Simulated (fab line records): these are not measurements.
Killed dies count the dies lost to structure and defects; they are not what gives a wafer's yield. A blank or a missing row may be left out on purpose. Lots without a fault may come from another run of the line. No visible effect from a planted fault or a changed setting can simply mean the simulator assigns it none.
Chamber matching || flow n5Finfet || 4 sister chambers for N5_SD_EPI_P_SD_RECESS_17 on rieSi-03
The step chemistry HBr/Cl2/O2, target depth 39.1 nm, bt time 3 s. 4 wafers are shown with their chamber, then 9 later ones without.

WAFERS WITH THEIR CHAMBER
{"wafer": "L083.1", "chamber": 1, "drypumpMotorCurrentA (A)": 5.7}
{"wafer": "L083.3", "chamber": 3, "drypumpMotorCurrentA (A)": 5.9}
{"wafer": "L085.2", "chamber": 0, "drypumpMotorCurrentA (A)": 5.0}
{"wafer": "L085.6", "chamber": 2, "drypumpMotorCurrentA (A)": 6.2}

WAFERS WITH NO CHAMBER GIVEN
{"wafer": "L087.1", "drypumpMotorCurrentA (A)": 5.8}
{"wafer": "L087.5", "drypumpMotorCurrentA (A)": 5.0}
{"wafer": "L087.6", "drypumpMotorCurrentA (A)": 5.8}
{"wafer": "L093.3", "drypumpMotorCurrentA (A)": 6.2}
{"wafer": "L093.5", "drypumpMotorCurrentA (A)": 5.0}
{"wafer": "L093.6", "drypumpMotorCurrentA (A)": 6.2}
{"wafer": "L096.1", "drypumpMotorCurrentA (A)": 5.8}
{"wafer": "L096.2", "drypumpMotorCurrentA (A)": 5.0}
{"wafer": "L096.3", "drypumpMotorCurrentA (A)": 6.2}

THE CHAMBER EACH PASSED THROUGH
{"wafer": "L087.1", "from the rows above": "can't be placed: 1 or 3", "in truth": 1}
{"wafer": "L087.5", "from the rows above": 0, "in truth": 0}
{"wafer": "L087.6", "from the rows above": "can't be placed: 1 or 3", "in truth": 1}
{"wafer": "L093.3", "from the rows above": 2, "in truth": 2}
{"wafer": "L093.5", "from the rows above": 0, "in truth": 0}
{"wafer": "L093.6", "from the rows above": 2, "in truth": 2}
{"wafer": "L096.1", "from the rows above": "can't be placed: 1 or 3", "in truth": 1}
{"wafer": "L096.2", "from the rows above": 0, "in truth": 0}
{"wafer": "L096.3", "from the rows above": 2, "in truth": 2}
Correctly placed: 6 of 9. Cannot be placed on the basis of these rows: 3; the candidates contain the true chamber in 3. Number placed wrongly: 0.
How it was worked out, from the rows above alone: a wafer's distance from a chamber is the root of the sum, over the readings, of the square of ((its reading less the chamber's mean) divided by the reading's scatter). The wafer belongs to the nearest chamber; if the next one is less than 2 further off, it can't be placed. Each chamber's mean is taken over the wafers shown for it. The scatter: with one shown wafer a chamber, the root of the mean of the squares of how far each hidden wafer lies from its nearest shown one.
